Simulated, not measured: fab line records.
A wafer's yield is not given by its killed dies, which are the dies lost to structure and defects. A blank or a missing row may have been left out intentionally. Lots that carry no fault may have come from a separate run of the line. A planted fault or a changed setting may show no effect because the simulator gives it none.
Comparing a struck lot with a sound one / flow nandHarc / 40 out of 1302 route steps
Sound: wafers L843.2, L843.3, L843.4. Struck: wafer L857.4; the same lot's L857.3 was not struck, so it is left out; see the end for the cause.
Each step with rows lists, per side, the tool, then ch with its chambers, then its first start. Under that, the readings that differ: sound wafers / struck wafers / difference of the means / sigmas: that difference in standard deviations of wafers without a fault.
alike: same words and numbers on both sides, and readings whose means sit less than 2 such deviations apart. not compared: any withheld reading, any reading some wafer has no value for, any bound like >300 that may hide the same value, and any number with overlapping values for which the record gives no deviation.
A row with sigmas, a row that says differs or no value, or rows on one side alone: a step with any of these is where the two part. When numbers do not overlap yet have no deviation, they are printed without sigmas and do not part them. A reading missing from all wafers of one side parts the sides only when that side holds two or more wafers.

NHARC_A_CHANNEL_HOLE_D1_CD_MEAS_30:
  sound: cdSem-03 at day 11 17:40; struck: cdSem-03 at day 17 15:49
  alike: cdNm
then, 1 step without rows for these wafers: NHARC_A_CHANNEL_HOLE_D1_XSEM_31.
NHARC_A_CHANNEL_HOLE_D1_INSPECT_40:
  sound: defectInspect-02 at day 11 17:50; struck: defectInspect-02 at day 17 16:01
reading=rawDefectCount; sound=105 96 85; struck=35; difference=-60; sigmas=-2
then, 3 steps without rows for these wafers: NHARC_A_CHANNEL_FILL_D1_PRECLEAN_00 (cleans in SC1); NHARC_A_CHANNEL_FILL_D1_SRD_01; NHARC_A_CHANNEL_FILL_D1_ALD_02 (deposits SiO2, target thk 6 nm, pulse time 10 s, ald cycles 60).
NHARC_A_CHANNEL_FILL_D1_ALD_03: deposits SiNx, target thk 6 nm, pulse time 60 s, ald cycles 58.
  sound on aldSinBatch-03 ch 0; struck on aldSinBatch-01 ch 0
  alike: precursorPulseHeightRel
then, 5 steps without rows for these wafers: NHARC_A_CHANNEL_FILL_D1_ALD_14 (deposits SiO2, target thk 2.5 nm, pulse time 10 s, ald cycles 25); NHARC_A_CHANNEL_FILL_D1_ALD_15 (deposits SiNx, target thk 2 nm, pulse time 60 s, ald cycles 19); NHARC_A_CHANNEL_FILL_D1_ALD_16 (deposits SiO2, target thk 1.5 nm, pulse time 10 s, ald cycles 15); NHARC_A_CHANNEL_FILL_D1_ANNEAL_17 (time 1800 s); NHARC_A_CHANNEL_FILL_D1_CVD_18 (deposits poly-Si, target thk 3 nm).
NHARC_A_CHANNEL_FILL_D1_ETCHBACK_19: etches the open film in HBr/Cl2, target depth 5 nm, time 1.7 s.
  sound on rieSi-06 ch 1,2,3, day 12 21:33; struck on rieSi-04 ch 1, day 18 16:29
reading=rfHoursCounterH (h); sound=0.12 0.17 0.19; struck=0.59; difference=+0.43; sigmas=
  alike: drypumpMotorCurrentA, mfcCl2Sccm, oesProductAu, throttleValvePct
NHARC_A_CHANNEL_FILL_D1_ETCHBACK_20: etches the open film in C4F8/O2/Ar, target depth 27 nm, time 13.5 s.
  sound on rieDiel-07 ch 0,1,3, day 12 21:41; struck on rieDiel-07 ch 0, day 18 16:38
reading=rfHoursCounterH (h); sound=8.6 9.3 8.9; struck=8.3; difference=-0.6; sigmas=
  alike: oesProductAu, rfVppV
then, 11 steps without rows for these wafers: NHARC_A_CHANNEL_FILL_D1_STRIP_28 (strips in O2, time 20 s); NHARC_A_CHANNEL_FILL_D1_PRECLEAN_21 (cleans in dHF, time 30 s); NHARC_A_CHANNEL_FILL_D1_SRD_23; NHARC_A_CHANNEL_FILL_D1_CVD_05 (deposits poly-Si, target thk 5 nm); NHARC_A_CHANNEL_FILL_D1_ANNEAL_22 (time 7200 s); NHARC_A_CHANNEL_FILL_D1_ALD_25 (deposits SiOx, target thk 60 nm, pulse time 10 s, ald cycles 600); NHARC_A_CHANNEL_FILL_D1_ETCHBACK_08 (etches the open film in C4F8, target depth 220 nm, time 110 s); NHARC_A_CHANNEL_FILL_D1_STRIP_29 (strips in O2, time 20 s); NHARC_A_CHANNEL_FILL_D1_PRECLEAN_30 (cleans in dHF, time 30 s); NHARC_A_CHANNEL_FILL_D1_SRD_31; NHARC_A_CHANNEL_FILL_D1_CVD_09 (deposits poly-Si, target thk 150 nm, time 3000 s).
NHARC_A_CHANNEL_FILL_D1_CMP_10: polishes, target thk 150 nm.
  sound on cmp-03 ch 0,1,3, day 13 21:11; struck on cmp-03 ch 1, day 19 15:57
  alike: motorCurrentA, timeToEndpointS
then, 1 step without rows for these wafers: NHARC_A_CHANNEL_FILL_D1_SRD_12.
NHARC_A_CHANNEL_FILL_D1_INSPECT_13:
  sound: defectInspect-01 at day 13 21:37; struck: defectInspect-01 at day 19 16:19
  alike: rawDefectCount
NHARC_A_DECK1_JOINT_ETCHBACK_07: etches the open film in HBr, target depth 105 nm, time 26.9 s.
  the record has rows for the sound wafers here (rieSi-02 ch 0,1,3, day 13 21:41) and none for the struck ones
then, 8 steps without rows for these wafers: NHARC_A_DECK1_JOINT_ETCH_25 (etches SiO2 in dHF, target depth 0.5 nm); NHARC_A_DECK1_JOINT_ETCH_19 (etches poly-Si in TMAH, target depth 3 nm); NHARC_A_DECK1_JOINT_ETCH_18 (etches SiO2 in dHF, target depth 3 nm); NHARC_A_DECK1_JOINT_WET_08 (chemistry H3PO4, time 86 s); NHARC_A_DECK1_JOINT_ETCH_09 (etches SiO2 in dHF, target depth 5 nm); NHARC_A_DECK1_JOINT_WET_10 (chemistry H3PO4, time 86 s); NHARC_A_DECK1_JOINT_ETCH_11 (etches SiO2 in dHF, target depth 35 nm); NHARC_A_DECK1_JOINT_CVD_12 (deposits poly-Si, target thk 90 nm, time 1800 s).
NHARC_A_DECK1_JOINT_CMP_13: polishes, target thk 51.023 nm.
  the record has rows for the sound wafers here (cmp-03 ch 0,2,3, day 14 08:02) and none for the struck ones
NHARC_A_DECK1_JOINT_THK_MEAS_14: measures by ellipsometry.
  the record has rows for the sound wafers here (filmMetro-02, day 14 08:18) and none for the struck ones
-- record jumps: 14 days between struck wafers' starts before vs after; left off in module A_DECK1_JOINT, resumes in module END, first step shown is number 1302 of the route --
NHARC_END_SORT_01:
  the record has rows for the struck wafers here (prober-02 ch 0, day 34 00:05) and none for the sound ones

## WHERE THEY PART
Earliest at NHARC_A_CHANNEL_HOLE_D1_INSPECT_40; latest, in this record, at NHARC_END_SORT_01.

WHY: what the simulator had put in
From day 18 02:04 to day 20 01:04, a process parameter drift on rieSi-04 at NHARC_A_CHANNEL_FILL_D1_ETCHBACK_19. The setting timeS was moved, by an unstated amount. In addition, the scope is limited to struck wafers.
